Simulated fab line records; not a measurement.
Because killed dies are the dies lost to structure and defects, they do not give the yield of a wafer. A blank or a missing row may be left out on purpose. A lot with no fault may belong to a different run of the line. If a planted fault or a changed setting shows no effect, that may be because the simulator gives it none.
Which tool is to blame? -- flow nandHarc -- 11 lots, 33 wafers sampled, at 6 steps of a route of 1159

## WHAT THE GAUGES READ, wafer by wafer
NHARC_P_ZERO_WELL_CD_MEAS_24 targets a cd of 720 nm.
lot,measured,on,cdNm (nm)
L356,day 2 02:28,cdSem-03,718.8 719.5 719.9
L359,day 2 20:37,cdSem-02,- - -
L361,day 3 08:29,cdSem-01,720.2 721.8 719.0
L365,day 4 08:35,cdSem-02,720.2 721.2 722.6
L369,day 5 08:51,cdSem-03,720.9 723.3 721.3
L370,day 5 14:28,cdSem-03,721.2 720.3 718.4
L371,day 5 20:33,cdSem-03,719.7 724.3 720.3
L373,day 6 08:36,cdSem-02,718.4 721.6 721.7
L374,day 6 14:40,cdSem-03,717.3 718.9 722.5
L375,day 6 20:29,cdSem-03,722.9 718.7 724.8
L377,day 7 08:36,cdSem-03,723.1 720.8 720.4

NHARC_END_SORT_01.
lot,measured,on,killedAtArray,killedAtOther,killedAtPeriphery,killedDies,killedOpen,killedShort
L359,day 20 10:45,prober-02,15 24 22,0 2 0,662 651 655,677 677 677,3 6 2,3 1 2

## TOOL THAT RAN EACH LOT (tool first, then ch and the chambers of the sampled wafers, then the start)
lot,NHARC_P_ZERO_WELL_EXPOSE_21,NHARC_P_GATE_ETCH_114,NHARC_P_GATE_DESCUM_61,NHARC_P_GATE_RTA_82
L356,"krfScanner-01 ch 0, day 2 02:19","rieDiel-11 ch 0,2, day 6 08:20 or earlier","rieDiel-11 ch 0,3, day 6 08:20","rtpAnneal-01 ch 0, day 6 12:40"
L359,"krfScanner-01 ch 0, day 2 20:28",-,-,-
L361,"krfScanner-03 ch 0, day 3 08:19","rieDiel-06 ch 0,1,3, day 7 05:40 or earlier","rieDiel-11 ch 0,1,3, day 7 05:40","rtpAnneal-01 ch 0, day 7 10:05"
L365,"krfScanner-02 ch 0, day 4 08:26","rieDiel-09 ch 1,2, day 7 18:42 or earlier","rieDiel-11 ch 0,1, day 7 18:42","rtpAnneal-01 ch 0, day 7 23:16"
L369,"krfScanner-02 ch 0, day 5 08:41","rieDiel-11 ch 1,2, day 9 06:52 or earlier","rieDiel-11 ch 2,3, day 9 06:52","rtpAnneal-01 ch 0, day 9 11:10"
L370,"krfScanner-02 ch 0, day 5 14:18","rieDiel-06 ch 0,1,3, day 9 07:30 or earlier","rieDiel-11 ch 1,2, day 9 07:30","rtpAnneal-01 ch 0, day 9 11:53"
L371,"krfScanner-02 ch 0, day 5 20:24","rieDiel-09 ch 0,3, day 9 14:17 or earlier","rieDiel-06 ch 0,3, day 9 14:17","rtpAnneal-02 ch 0, day 9 18:46"
L373,"krfScanner-03 ch 0, day 6 08:27","rieDiel-09 ch 0,1,3, day 9 19:26 or earlier","rieDiel-09 ch 0,2,3, day 9 19:26","rtpAnneal-02 ch 0, day 9 23:58"
L374,"krfScanner-02 ch 0, day 6 14:30","rieDiel-11 ch 0,2,3, day 10 10:20 or earlier","rieDiel-09 ch 0,1,3, day 10 10:20","rtpAnneal-01 ch 0, day 10 14:52"
L375,"krfScanner-01 ch 0, day 6 20:19","rieDiel-06 ch 0,1,2, day 10 10:50 or earlier","rieDiel-06 ch 0,2, day 10 10:50","rtpAnneal-01 ch 0, day 10 15:32"
L377,"krfScanner-01 ch 0, day 7 08:26","rieDiel-09 ch 0,3, day 11 01:44 or earlier","rieDiel-11 ch 0,1,3, day 11 01:44","rtpAnneal-01 ch 0, day 11 06:28"
- NHARC_P_ZERO_WELL_EXPOSE_21: exposes mask P NWELL, target cd 720 nm.
- NHARC_P_GATE_ETCH_114: etches the open film in CF4/O2, target depth 30 nm, overetch 3 nm, time 16.5 s.
- NHARC_P_GATE_DESCUM_61: chemistry O2, time 3 s.
- NHARC_P_GATE_RTA_82: time 30 s.

## AS READ BY THE TOOLS THEMSELVES (means over the sampled wafers that have a number; for cases with no such wafer, the mark the record gives instead)
NHARC_P_ZERO_WELL_EXPOSE_21.
lot,tool,exposureDoseMJCm2
L356,krfScanner-01,22.287
L359,krfScanner-01,22.326
L361,krfScanner-03,22.286
L365,krfScanner-02,22.332
L369,krfScanner-02,22.337
L370,krfScanner-02,22.309
L371,krfScanner-02,22.321
L373,krfScanner-03,22.326
L374,krfScanner-02,22.300
L375,krfScanner-01,22.358
L377,krfScanner-01,22.302

NHARC_P_GATE_ETCH_114.
lot,tool,drypumpMotorCurrentA (A),oesProductAu (a.u.),rfVppV (V),showerheadPlenumPTorr (Torr),throttleValvePct (%)
L356,rieDiel-11,5.3,1.007,198.4,1.36,13.402
L361,rieDiel-06,5.9,0.996,197.5,1.31,13.393
L365,rieDiel-09,6.0,1.007,198.7,1.37,13.402
L369,rieDiel-11,5.6,1.004,198.3,1.39,13.391
L370,rieDiel-06,5.9,1.003,197.0,1.30,13.396
L371,rieDiel-09,5.8,1.006,198.1,1.36,13.398
L373,rieDiel-09,5.6,0.999,198.3,1.36,13.401
L374,rieDiel-11,5.4,1.003,197.5,1.36,13.399
L375,rieDiel-06,5.5,1.008,196.8,1.31,13.397
L377,rieDiel-09,5.3,1.009,197.8,1.34,13.402

NHARC_P_GATE_DESCUM_61.
lot,tool,drypumpMotorCurrentA (A),oesProductAu (a.u.),rfVppV (V),showerheadPlenumPTorr (Torr),throttleValvePct (%)
L356,rieDiel-11,5.4,1.010,57.8,1.97,11.316
L361,rieDiel-11,5.5,1.010,57.7,1.95,11.311
L365,rieDiel-11,5.3,1.010,57.1,1.87,11.310
L369,rieDiel-11,5.5,1.001,58.8,2.02,11.313
L370,rieDiel-11,5.6,1.006,57.9,2.00,11.321
L371,rieDiel-06,6.0,1.008,57.5,1.90,11.309
L373,rieDiel-09,5.8,0.999,59.0,1.94,11.310
L374,rieDiel-09,5.6,1.006,58.0,1.94,11.320
L375,rieDiel-06,5.4,0.995,58.4,1.85,11.321
L377,rieDiel-11,5.5,1.007,57.8,1.95,11.312

NHARC_P_GATE_RTA_82.
lot,tool,lampPowerPct (%),wafer_temp_C_max
L356,rtpAnneal-01,4.48,451.8
L361,rtpAnneal-01,4.48,451.4
L365,rtpAnneal-01,4.48,451.6
L369,rtpAnneal-01,4.48,451.2
L370,rtpAnneal-01,4.48,451.4
L371,rtpAnneal-02,4.81,453.1
L373,rtpAnneal-02,4.80,452.8
L374,rtpAnneal-01,4.48,451.5
L375,rtpAnneal-01,4.48,451.9
L377,rtpAnneal-01,4.48,451.9

## THE ANSWER, worked out from the rows above alone
Rule: the usual values come from the lots themselves. Put in order of their means at a reading, lots are off if they are a third of the lots or fewer, leave a main group of 4 or more, and stand apart from it by a gap of 3 or more times the standard deviation of the main group's means; of several such gaps the widest counts. A main group whose means are all the same, to the digits that the tables above print for the reading, isn't used. Also off: a lot with no number at a reading for which 4 or more lots have one. Where the step has rows for the other lots, those lots are counted as sound. After the gauges, taken in route order, come the tools' own readings; for these a lot's mean is taken, as printed above. At the first step where some lot is off, the reading lying furthest off is the one used; lots without a number count as furthest.
Off: L359 (NHARC_P_ZERO_WELL_CD_MEAS_24, cdNm). Without a number there: L359. Main group: mean 720.8 nm, sd 0.92.
A tool fits if, at a process step before that reading, it ran every lot that is off, and no sound lot after the first of them. The gauges at NHARC_P_ZERO_WELL_CD_MEAS_24 are tried like those tools. No candidate that was tried fits.

## WHAT THE SIMULATOR PUT IN
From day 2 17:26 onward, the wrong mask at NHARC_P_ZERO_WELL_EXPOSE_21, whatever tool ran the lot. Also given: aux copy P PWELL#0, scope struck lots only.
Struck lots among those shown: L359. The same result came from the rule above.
